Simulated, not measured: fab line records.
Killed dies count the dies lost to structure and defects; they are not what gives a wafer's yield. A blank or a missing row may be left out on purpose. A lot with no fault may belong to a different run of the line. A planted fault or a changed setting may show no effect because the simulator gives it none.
Chamber matching / flow nand-harc / 4 sister chambers for NHARC_A_M1_ETCH_35 on rie-diel-06
The step etches the open film in N2/H2, target depth 40 nm, overetch 12 nm, time 43.94 s. 4 wafers are shown with their chamber, then 9 later ones without.

WAFERS, EACH WITH ITS CHAMBER
wafer=L091.6; chamber=1; drypump-motor-current-A (A)=6.5
wafer=L090.1; chamber=2; drypump-motor-current-A (A)=5.9
wafer=L090.5; chamber=3; drypump-motor-current-A (A)=5.8
wafer=L090.6; chamber=0; drypump-motor-current-A (A)=6.0

WAFERS WITHOUT THEIR CHAMBER
wafer=L093.3; drypump-motor-current-A (A)=6.5
wafer=L093.4; drypump-motor-current-A (A)=5.8
wafer=L093.6; drypump-motor-current-A (A)=6.0
wafer=L094.1; drypump-motor-current-A (A)=6.0
wafer=L094.2; drypump-motor-current-A (A)=6.5
wafer=L094.4; drypump-motor-current-A (A)=6.0
wafer=L096.2; drypump-motor-current-A (A)=6.6
wafer=L096.4; drypump-motor-current-A (A)=5.8
wafer=L096.5; drypump-motor-current-A (A)=5.8

EACH ONE'S CHAMBER
wafer=L093.3; from the rows above=1; in truth=1
wafer=L093.4; from the rows above=3; in truth=3
wafer=L093.6; from the rows above=0; in truth=0
wafer=L094.1; from the rows above=0; in truth=0
wafer=L094.2; from the rows above=1; in truth=1
wafer=L094.4; from the rows above=0; in truth=0
wafer=L096.2; from the rows above=1; in truth=1
wafer=L096.4; from the rows above=3; in truth=3
wafer=L096.5; from the rows above=3; in truth=3
Placed correctly: 9 of 9. Left unplaced by these rows: 0. Number placed wrongly: 0.
How it was worked out, from the rows above alone: a wafer's distance from a chamber is the root of the sum, over the readings, of the square of ((its reading less the chamber's mean) divided by the reading's scatter). The wafer belongs to the nearest chamber; if the next one is less than 2 further off, it can't be placed. A chamber's mean is the mean of its shown wafers. The scatter: root of mean squared gap, hidden wafer to nearest shown wafer, with one shown wafer a chamber.
